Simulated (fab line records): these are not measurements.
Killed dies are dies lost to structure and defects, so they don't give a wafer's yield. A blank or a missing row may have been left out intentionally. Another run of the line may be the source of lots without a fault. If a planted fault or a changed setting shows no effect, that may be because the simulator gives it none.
fab line records -- flow n5-finfet
[record] lots = 6, wafers = 18, last-day = 18
route steps=1938 shown BEOL_M6@1221 PASSIVATION@1936
lots that met no fault: from a run of the same line without faults
start-h: hours from the record's opening day to when the first of the lot's shown wafers began -- wait-h: hours elapsed since this lot's preceding step -- " same as the row above -- L1.1+2: several wafers, shown together as one row -- - no value, or no start was given -- * or withheld: withheld -- < > ~ a bound
route shown NAME@n: names a module that has steps shown in the file, with the first one's number in the route -- usual: mean/standard deviation of fault-free wafers -- same: alike in all rows -- chamber/n: place in a boat -- sites: the reading at each site -- _std_site: standard deviation across them -- _edge_site: inner sites' mean taken away from outer sites' mean -- radius-mm: how far each site lies from the wafer's centre -- mask NAME#n: copy n -- behind: the most recent tool/chamber to have shaped the wafer -- hold: reason for holding the lot/hours on hold/outcome of the hold -- device: transistor that didn't switch, given as n, p or np -- end of line: the tests these same wafers got at the end of their route -- for a step that has no rows: nothing shown but its recipe -- killed: the dies lost at the first sort to structure and to defects; this is not the yield of the wafer -- map: dies across one wafer; x = killed, . = not, _ = none there
set.NAME: the setting the step ran with; set.NAME@STEP: the setting that earlier step ran with -- model.NAME: the simulator's own value behind a step, which no gauge read
a table for each step, a row for each wafer; lots at some steps of the route
services: the hour from which a tool's chamber was out of use, counted from the record's first day as start-h (under 0 if before that day), plus the number of hours and why
[[steps]]
[step N5_BEOL_M6_COAT_22]
[recipe] resist = CAR-EUV, spin-rpm = 1500, resist-thk-nm = 30
[step N5_BEOL_M6_EBR_24]
[recipe] solvent = PGMEA, ebr-width-mm = 1.5
[step N5_BEOL_M6_SOFTBAKE_23]
[recipe] temp-c = 110, time-s = 60, resist = CAR-EUV
[step N5_BEOL_M6_EXPOSE_25]
[recipe] mask-id = V5, na = 0.33, source-shape = annular, sigma-inner = 0.4, sigma-outer = 0.8, polarization = unpolarized, target-cd-nm = 40, dose-mj = 45
[step N5_BEOL_M6_PEB_26]
[recipe] peb-temp-c = 100, peb-time-s = 60, resist = CAR-EUV
[step N5_BEOL_M6_DEVELOP_27]
[recipe] develop-time-s = 30, developer = TMAH, resist = CAR-EUV, rinse-liquid = surfactant-rinse, dry = air-spin, dev-temp-c = 23
[step N5_BEOL_M6_CD_MEAS_28]
[recipe] target-cd-nm = 40, landing-energy-ev = 500, detector = se-inlens
[usual] cd-nm = 39.95/0.2
lot.wafer,tool,chamber,start-h,wait-h,cd-nm
L627.3,cd-sem-03,0,256.72,-,39.66
L627.4,cd-sem-03,0,256.72,-,40.00
L627.5,cd-sem-03,0,256.72,-,39.97
L628.1,cd-sem-01,0,260.01,-,40.23
L628.4,cd-sem-01,0,260.01,-,39.79
L628.5,cd-sem-01,0,260.01,-,39.70
L633.2,cd-sem-03,0,303.02,-,39.98
L633.3,cd-sem-03,0,303.02,-,40.24
L633.6,cd-sem-03,0,303.02,-,39.78
L635.1,cd-sem-02,0,305.79,-,39.93
L635.2,cd-sem-02,0,305.79,-,39.99
L635.5,cd-sem-02,0,305.79,-,39.53
L639.1,cd-sem-03,0,345.10,-,40.01
L639.5,cd-sem-03,0,345.10,-,39.74
L639.6,cd-sem-03,0,345.10,-,40.05
L640.1,cd-sem-02,0,345.14,-,40.04
L640.3,cd-sem-02,0,345.14,-,40.02
L640.6,cd-sem-02,0,345.14,-,39.96
[step N5_BEOL_M6_OVL_MEAS_29]
[recipe] points-per-wafer = 522
[usual] V5_OVL = -0.2/0.62
lot.wafer,tool,chamber,start-h,wait-h,V5_OVL[nm]
L627.3,overlay-02,0,256.76,0.0,0.0
L627.4,overlay-02,0,256.76,0.0,0.0
L627.5,overlay-02,0,256.76,0.0,-0.4
L628.1,overlay-02,0,260.05,0.0,-0.5
L628.4,overlay-02,0,260.05,0.0,-0.3
L628.5,overlay-02,0,260.05,0.0,-0.8
L633.2,overlay-02,0,303.06,0.0,0.3
L633.3,overlay-02,0,303.06,0.0,0.5
L633.6,overlay-02,0,303.06,0.0,0.6
L635.1,overlay-02,0,305.82,0.0,-1.1
L635.2,overlay-02,0,305.82,0.0,-0.1
L635.5,overlay-02,0,305.82,0.0,-1.3
L639.1,overlay-01,0,345.13,0.0,-0.5
L639.5,overlay-01,0,345.13,0.0,-1.1
L639.6,overlay-01,0,345.13,0.0,-0.1
L640.1,overlay-02,0,345.18,0.0,0.7
L640.3,overlay-02,0,345.18,0.0,0.8
L640.6,overlay-02,0,345.18,0.0,-0.6
[step N5_BEOL_M6_INSPECT_30]
[recipe] mode = adi, inspect-instrument = brightfield
[usual] raw-defect-count = 418/100
lot.wafer,tool,chamber,start-h,wait-h,raw-defect-count
L627.3,defect-inspect-02,-,256.81,0.0,361
L627.4,defect-inspect-02,-,256.81,0.0,408
L627.5,defect-inspect-02,-,256.81,0.0,443
L628.1,defect-inspect-02,-,260.10,0.1,495
L628.4,defect-inspect-02,-,260.10,0.1,549
L628.5,defect-inspect-02,-,260.10,0.1,428
L633.2,defect-inspect-02,-,303.11,0.0,405
L633.3,defect-inspect-02,-,303.11,0.0,344
L633.6,defect-inspect-02,-,303.11,0.0,573
L635.1,defect-inspect-02,-,305.88,0.1,375
L635.2,defect-inspect-02,-,305.88,0.1,384
L635.5,defect-inspect-02,-,305.88,0.1,425
L639.1,defect-inspect-02,-,345.19,0.1,742
L639.5,defect-inspect-02,-,345.19,0.1,655
L639.6,defect-inspect-02,-,345.19,0.1,606
L640.1,defect-inspect-02,-,345.23,0.1,368
L640.3,defect-inspect-02,-,345.23,0.1,551
L640.6,defect-inspect-02,-,345.23,0.1,427
[step N5_BEOL_M6_DESCUM_33]
[recipe] chemistry = O2, time-s = 7, source-power-w = 50, bias-power-w = 20, pressure-mtorr = 20, rf-frequency-hz = 2.712e+07, temp-c = 40, resist = CAR-EUV, o2-flow-sccm = 225
[usual] drypump-motor-current-A = 5.5/0.5, oes-product-au = 0.77/0.064, rf-vpp-V = 243.8/1.2, showerhead-plenum-p-Torr = 2.13/0.057, throttle-valve-pct = 20.57/0.21
lot.wafer,tool,chamber,start-h,wait-h,drypump-motor-current-A,oes-product-au,rf-hours-counter-h,rf-vpp-V,showerhead-plenum-p-Torr,throttle-valve-pct
L627.3,rie-diel-05,1,256.84,0.0,5.7,0.81,99,243.8,2.03,20.48
L627.4,rie-diel-05,2,256.84,0.0,5.6,0.84,76,245.5,2.21,20.43
L627.5,rie-diel-05,3,256.84,0.0,4.6,0.81,-,245.6,2.21,20.57
L628.1,rie-diel-01,2,260.17,0.1,4.9,0.71,204,243.5,2.18,20.83
L628.4,rie-diel-01,1,260.17,0.1,5.2,0.84,73,243.8,2.13,20.52
L628.5,rie-diel-01,1,260.17,0.1,5.2,0.84,-,244.7,2.13,20.51
L633.2,rie-diel-05,0,303.25,0.1,6.2,0.79,114,241.4,2.04,20.84
L633.3,rie-diel-05,2,303.25,0.1,5.6,0.81,95,244.9,2.20,20.43
L633.6,rie-diel-05,1,303.25,0.1,5.7,0.81,-,241.8,2.02,20.48
L635.1,rie-diel-05,2,306.50,0.6,5.6,0.82,97,244.7,2.20,20.44
L635.2,rie-diel-05,3,306.50,0.6,4.6,0.79,111,244.4,2.20,20.61
L635.5,rie-diel-05,3,306.50,0.6,4.6,0.78,-,245.1,2.20,20.61
L639.1,rie-diel-03,3,345.22,0.0,6.3,0.90,41,245.7,2.24,20.53
L639.5,rie-diel-03,0,345.22,0.0,5.7,0.70,-,244.3,2.15,20.53
L639.6,rie-diel-03,2,345.22,0.0,5.3,0.71,-,243.0,2.10,21.00
L640.1,rie-diel-01,1,345.27,0.0,5.3,0.80,102,243.6,2.12,20.58
L640.3,rie-diel-01,2,345.27,0.0,4.9,0.68,235,244.6,2.17,20.89
L640.6,rie-diel-01,1,345.27,0.0,5.3,0.80,-,244.2,2.12,20.59
[step N5_BEOL_M6_ETCH_72]
[recipe] chemistry = N2/H2, target = underlayer, target-depth-a = 65, mask-material = CAR-EUV, time-s = 5.2, ion-energy-ev = 200, pressure-mtorr = 30, source-w = 840, bias-w = 150, n2-flow-sccm = 200, h2-flow-sccm = 200, ends = cleared
[usual] bias-w = 150.0/0.49, drypump-motor-current-A = 5.5/0.5, etch-rf-on-time-s = 5.19/0.14, oes-product-au = 0.66/0.051, rf-vpp-V = 525.0/2.4, showerhead-plenum-p-Torr = 2.59/0.072, throttle-valve-pct = 17.96/0.1
lot.wafer,tool,chamber,start-h,wait-h,bias-w,drypump-motor-current-A,etch-rf-on-time-s,oes-product-au,rf-hours-counter-h,rf-vpp-V,showerhead-plenum-p-Torr,throttle-valve-pct
L627.3,rie-diel-05,1,256.88,0.0,149.6,5.7,5.14,0.70,99,523.4,2.47,18.06
L627.4,rie-diel-05,2,256.88,0.0,150.1,5.6,4.87,0.72,76,526.9,2.70,17.97
L627.5,rie-diel-05,3,256.88,0.0,150.0,4.6,5.38,0.68,-,526.3,2.67,17.94
L628.1,rie-diel-01,2,260.21,0.0,150.7,5.0,5.18,0.61,204,525.9,2.60,17.99
L628.4,rie-diel-01,1,260.21,0.0,150.4,5.2,5.22,0.71,73,524.6,2.58,17.82
L628.5,rie-diel-01,1,260.21,0.0,150.7,5.2,5.18,0.70,-,522.5,2.58,17.78
L633.2,rie-diel-05,0,303.28,0.0,149.7,6.2,5.36,0.66,114,519.8,2.44,18.00
L633.3,rie-diel-05,2,303.28,0.0,150.5,5.6,5.01,0.69,95,527.5,2.69,18.00
L633.6,rie-diel-05,1,303.28,0.0,149.7,5.7,5.07,0.68,-,522.0,2.47,18.07
L635.1,rie-diel-05,2,306.53,0.0,149.6,5.6,4.94,0.70,97,528.7,2.69,18.01
L635.2,rie-diel-05,3,306.53,0.0,150.1,4.6,5.39,0.66,111,530.1,2.66,17.95
L635.5,rie-diel-05,3,306.53,0.0,150.4,4.6,5.41,0.67,-,529.1,2.66,17.94
L639.1,rie-diel-03,3,345.26,0.0,149.0,6.3,4.93,0.78,41,528.7,2.71,17.86
L639.5,rie-diel-03,0,345.26,0.0,150.7,5.7,5.03,0.61,-,526.0,2.64,18.08
L639.6,rie-diel-03,2,345.26,0.0,150.6,5.3,5.31,0.62,-,522.4,2.52,18.15
L640.1,rie-diel-01,1,345.30,0.0,150.2,5.3,5.23,0.66,102,524.4,2.57,17.86
L640.3,rie-diel-01,2,345.30,0.0,149.9,5.0,5.20,0.59,235,526.5,2.59,18.11
L640.6,rie-diel-01,1,345.30,0.0,150.6,5.3,5.24,0.67,-,524.1,2.57,17.86
[step N5_BEOL_M6_ETCH_65]
[recipe] chemistry = CF4, target = SiARC, target-depth-a = 156, mask-material = CAR-EUV, time-s = 26, ion-energy-ev = 80, pressure-mtorr = 40, source-w = 545, bias-w = 36, Ar_flow_sccm = 100, cf4-flow-sccm = 100, ends = cleared
[usual] bias-w = 36.00/0.11, drypump-motor-current-A = 5.5/0.5, etch-rf-on-time-s = 26.0/0.67, oes-product-au = 0.66/0.052, rf-vpp-V = 184.5/1.1, showerhead-plenum-p-Torr = 2.18/0.06, throttle-valve-pct = 15.70/0.18
lot.wafer,tool,chamber,start-h,wait-h,bias-w,drypump-motor-current-A,etch-rf-on-time-s,oes-product-au,rf-hours-counter-h,rf-vpp-V,showerhead-plenum-p-Torr,throttle-valve-pct
L627.3,rie-diel-05,1,256.89,0.0,35.91,5.7,25.5,0.70,99,184.1,2.06,15.53
L627.4,rie-diel-05,2,256.89,0.0,35.99,5.6,24.7,0.72,76,186.0,2.25,15.63
L627.5,rie-diel-05,3,256.89,0.0,35.99,4.6,26.9,0.68,-,185.3,2.26,15.74
L628.1,rie-diel-01,2,260.22,0.0,35.86,4.9,26.0,0.60,204,184.8,2.21,15.96
L628.4,rie-diel-01,1,260.22,0.0,35.83,5.2,25.8,0.70,73,183.5,2.16,15.48
L628.5,rie-diel-01,1,260.22,0.0,35.75,5.2,25.9,0.71,-,183.4,2.15,15.50
L633.2,rie-diel-05,0,303.30,0.0,36.05,6.2,26.7,0.66,115,183.6,2.06,15.80
L633.3,rie-diel-05,2,303.30,0.0,36.05,5.6,24.9,0.71,95,185.3,2.25,15.67
L633.6,rie-diel-05,1,303.30,0.0,35.79,5.7,25.1,0.70,-,184.2,2.06,15.56
L635.1,rie-diel-05,2,306.55,0.0,36.22,5.6,25.0,0.70,97,184.7,2.25,15.66
L635.2,rie-diel-05,3,306.55,0.0,35.98,4.6,26.8,0.66,111,184.0,2.25,15.78
L635.5,rie-diel-05,3,306.55,0.0,35.81,4.6,26.9,0.67,-,185.9,2.25,15.78
L639.1,rie-diel-03,3,345.27,0.0,36.04,6.3,25.0,0.78,41,185.7,2.28,15.63
L639.5,rie-diel-03,0,345.27,0.0,36.07,5.7,25.3,0.61,-,185.9,2.20,15.72
L639.6,rie-diel-03,2,345.27,0.0,36.11,5.3,26.7,0.60,-,184.9,2.14,16.04
L640.1,rie-diel-01,1,345.32,0.0,36.05,5.3,26.0,0.67,102,185.0,2.15,15.56
L640.3,rie-diel-01,2,345.32,0.0,36.22,4.9,26.3,0.59,235,184.2,2.20,16.01
L640.6,rie-diel-01,1,345.32,0.0,36.07,5.2,26.0,0.68,-,185.4,2.15,15.54
[step N5_BEOL_M6_ETCH_66]
[recipe] chemistry = N2/H2, target = SOC, target-depth-a = 800, overetch-a = 160, mask-material = SiARC, temp-c = 40, time-s = 120, ion-energy-ev = 200, pressure-mtorr = 30, source-w = 840, bias-w = 150, n2-flow-sccm = 200, h2-flow-sccm = 200
[usual] bias-w = 150.0/0.42, drypump-motor-current-A = 5.5/0.5, oes-product-au = 0.59/0.042, rf-vpp-V = 525.1/2.1, showerhead-plenum-p-Torr = 2.59/0.072, throttle-valve-pct = 17.92/0.099
lot.wafer,tool,chamber,start-h,wait-h,bias-w,drypump-motor-current-A,oes-product-au,rf-hours-counter-h,rf-vpp-V,showerhead-plenum-p-Torr,throttle-valve-pct
L627.3,rie-diel-05,1,256.92,0.0,149.2,5.7,0.61,99,522.1,2.47,18.00
L627.4,rie-diel-05,2,256.92,0.0,150.0,5.6,0.63,76,528.3,2.70,17.93
L627.5,rie-diel-05,3,256.92,0.0,150.8,4.6,0.62,-,526.6,2.67,17.88
L628.1,rie-diel-01,2,260.25,0.0,150.2,4.9,0.55,204,526.4,2.60,17.97
L628.4,rie-diel-01,1,260.25,0.0,149.6,5.2,0.63,73,524.8,2.58,17.76
L628.5,rie-diel-01,1,260.25,0.0,149.6,5.2,0.63,-,524.9,2.58,17.77
L633.2,rie-diel-05,0,303.33,0.0,150.2,6.2,0.60,115,522.6,2.44,17.99
L633.3,rie-diel-05,2,303.33,0.0,157.1,5.6,0.61,95,543.1,2.69,17.97
L633.6,rie-diel-05,1,303.33,0.0,149.9,5.7,0.61,-,521.0,2.47,18.03
L635.1,rie-diel-05,2,306.58,0.0,158.0,5.6,0.61,97,542.9,2.69,17.98
L635.2,rie-diel-05,3,306.58,0.0,149.7,4.6,0.62,111,528.3,2.66,17.90
L635.5,rie-diel-05,3,306.58,0.0,150.1,4.7,0.61,-,529.1,2.66,17.90
L639.1,rie-diel-03,3,345.30,0.0,149.4,6.3,0.68,41,528.0,2.71,17.82
L639.5,rie-diel-03,0,345.30,0.0,150.1,5.7,0.54,-,526.1,2.64,18.04
L639.6,rie-diel-03,2,345.30,0.0,150.2,5.3,0.55,-,524.2,2.52,18.13
L640.1,rie-diel-01,1,345.35,0.0,149.4,5.2,0.60,102,524.7,2.57,17.82
L640.3,rie-diel-01,2,345.35,0.0,150.4,5.0,0.53,235,526.4,2.59,18.04
L640.6,rie-diel-01,1,345.35,0.0,150.4,5.2,0.60,-,524.5,2.57,17.80
[step N5_BEOL_M6_STRIP_69]
[recipe] chemistry = N2/H2, temp-c = 40, n2-flow-sccm = 200, h2-flow-sccm = 200, rf-frequency-hz = 6e+07
[step N5_PASSIVATION_PROBE_49]
[usual] defect-limited-yield = 91.7/1.5, killed_at_M0_to_M3 = 32/10, killed_at_M4_up = 14/5.3, killed-at-contacts = 13/5.7, killed-at-front-end = 37/10, killed-at-other = 3.3/2.5, killed-dies = 98/18, killed-open = 65/13, killed-short = 31/7.5, sort_bin_5_function = 4.9/0.91, sort_bin_6_memory = 3.1/0.71, sort_bin_8_speed = 0.00/0.017, sort-n-pass = 1082/18
[same] gross-dies = 1180, killed-at-back-side = 0, sort_bin_4_leakage[%] = 0
lot.wafer,tool,chamber,start-h,wait-h,defect-limited-yield[%],killed_at_M0_to_M3,killed_at_M4_up,killed-at-contacts,killed-at-front-end,killed-at-other,killed-dies,killed-open,killed-short,sort_bin_5_function[%],sort_bin_6_memory[%],sort_bin_8_speed[%],sort-n-pass
L628.1,prober-01,-,342.40,0.0,93.2,36,9,10,14,11,80,52,28,4.1,2.5,0,1100
L628.4,prober-01,-,342.55,0.2,91.7,35,10,11,36,6,98,62,36,4.7,3.4,0,1082
L628.5,prober-01,-,342.60,0.2,91.7,30,9,10,42,7,98,61,32,4.7,3.2,0,1082
L633.2,prober-01,-,397.55,0.1,91.4,37,14,16,33,1,101,68,30,4.7,3.6,0,1079
L633.3,prober-01,-,397.60,0.1,93.4,33,7,14,20,4,78,49,28,4.2,2.1,0,1102
L633.6,prober-01,-,397.75,0.3,92.2,28,15,12,37,0,92,58,32,4.6,3.1,0,1088
L635.1,prober-02,-,398.97,0.0,92.9,34,9,15,21,5,84,56,28,3.6,3.3,0,1096
L635.2,prober-02,-,399.02,0.1,93.6,30,6,13,24,2,75,52,23,4.1,1.9,0,1105
L635.5,prober-02,-,399.17,0.2,93.4,29,10,9,28,2,78,47,30,4.2,2.1,0,1102
// killed by level:class
L628.1 BEOL_M0_SAQP:geometric-particle:open=16 BEOL_M0_SAQP:geometric-particle:short=11 MOL_CONTACT_COAG:geometric-particle:open=8 BEOL_M5:geometric-particle:open=5 FIN_SAQP:geometric-particle:open=4 GATE_CUT:geometric-particle:short=4 BEOL_M3:geometric-particle:open=4 MIM_BOT:geometric-particle:open=3
L628.4 FIN_SAQP:geometric-particle:open=16 BEOL_M0_SAQP:geometric-particle:short=15 BEOL_M0_SAQP:geometric-particle:open=14 MOL_CONTACT_COAG:geometric-particle:open=9 BEOL_M4:geometric-particle:open=6 BEOL_M3:geometric-particle:open=5 FIN_SAQP:geometric-particle:short=4 ILD0:geometric-particle:short=3
L628.5 FIN_SAQP:geometric-particle:open=15 BEOL_M0_SAQP:geometric-particle:short=11 FIN_SAQP:geometric-particle:short=8 MOL_CONTACT_COAG:geometric-particle:open=8 BEOL_M0_SAQP:geometric-particle:open=7 STI_FIN_REVEAL:geometric-particle:open=5 BEOL_M2:geometric-particle:open=4 HKMG_FIN:area-etch=4
L633.2 MOL_CONTACT_COAG:geometric-particle:open=11 STI_FIN_REVEAL:geometric-particle:open=10 BEOL_M0_SAQP:geometric-particle:short=10 FIN_SAQP:geometric-particle:open=9 BEOL_M0_SAQP:geometric-particle:open=7 BEOL_M2:geometric-particle:open=6 BEOL_M3:geometric-particle:open=6 BEOL_M4:geometric-particle:open=6
L633.3 MOL_CONTACT_COAG:geometric-particle:open=13 BEOL_M1:geometric-particle:open=7 BEOL_M0_SAQP:geometric-particle:open=6 FIN_SAQP:geometric-particle:open=5 GATE_CUT:geometric-particle:short=5 BEOL_M2:geometric-particle:short=5 BEOL_M0_SAQP:geometric-particle:short=4 BEOL_M2:geometric-particle:open=4
L633.6 FIN_SAQP:geometric-particle:open=10 BEOL_M2:geometric-particle:open=10 MOL_CONTACT_COAG:geometric-particle:open=8 BEOL_M3:geometric-particle:open=6 FIN_SAQP:geometric-particle:short=5 STARTING-WAFER:geometric-particle:short=5 MOL_CONTACT_COAG:geometric-particle:short=4 BEOL_M0_SAQP:geometric-particle:open=4
L635.1 MOL_CONTACT_COAG:geometric-particle:open=12 BEOL_M0_SAQP:geometric-particle:open=10 STI_FIN_REVEAL:geometric-particle:open=9 BEOL_M0_SAQP:geometric-particle:short=9 BEOL_M2:geometric-particle:open=8 MOL_CONTACT_COAG:geometric-particle:short=3 BEOL_M1:geometric-particle:open=3 BEOL_M1:geometric-particle:short=3
L635.2 MOL_CONTACT_COAG:geometric-particle:open=11 BEOL_M2:geometric-particle:open=9 BEOL_M0_SAQP:geometric-particle:short=8 STI_FIN_REVEAL:geometric-particle:open=6 FIN_CUT:geometric-particle:open=4 BEOL_M0_SAQP:geometric-particle:open=4 STI_FIN_REVEAL:geometric-particle:short=3 GATE_CUT:geometric-particle:open=3
L635.5 MOL_CONTACT_COAG:geometric-particle:open=7 STARTING-WAFER:geometric-particle:short=7 BEOL_M0_SAQP:geometric-particle:short=6 BEOL_M0_SAQP:geometric-particle:open=5 DUMMY_GATE:geometric-particle:open=5 BEOL_M2:geometric-particle:open=5 STI_FIN_REVEAL:geometric-particle:open=4 BEOL_M3:geometric-particle:open=4
[[services]]
tool,chamber,start-h,hours,kind
rie-diel-01,-,238.12,15.6,pm
rie-diel-01,1,263.76,3.0,repair
rie-diel-05,1,270.84,14.1,repair
rie-diel-01,-,322.39,0.2,repair
rie-diel-03,1,336.08,13.1,repair
[[key]]
[first-sign] step = N5_BEOL_M6_ETCH_66, reading = bias-w, direction = up, sigmas = 18, usual = *, struck = *
[effect] step = N5_BEOL_M6_ETCH_66, reading = rf-vpp-V, direction = up, sigmas = 8.7, usual = 525.1, struck = 543.0
met-at N5_BEOL_M6_ETCH_66
struck-wafers L633.3,L635.1
onset-between 256.92 303.33
[fault] kind = process-parameter-drift, tool = rie-diel-05, chamber = 2, onset-h = 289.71, steps = N5_BEOL_M6_ETCH_66, channel = bias-w, offset = *, shape = step, end-h = 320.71, acts-in = *, stated = *
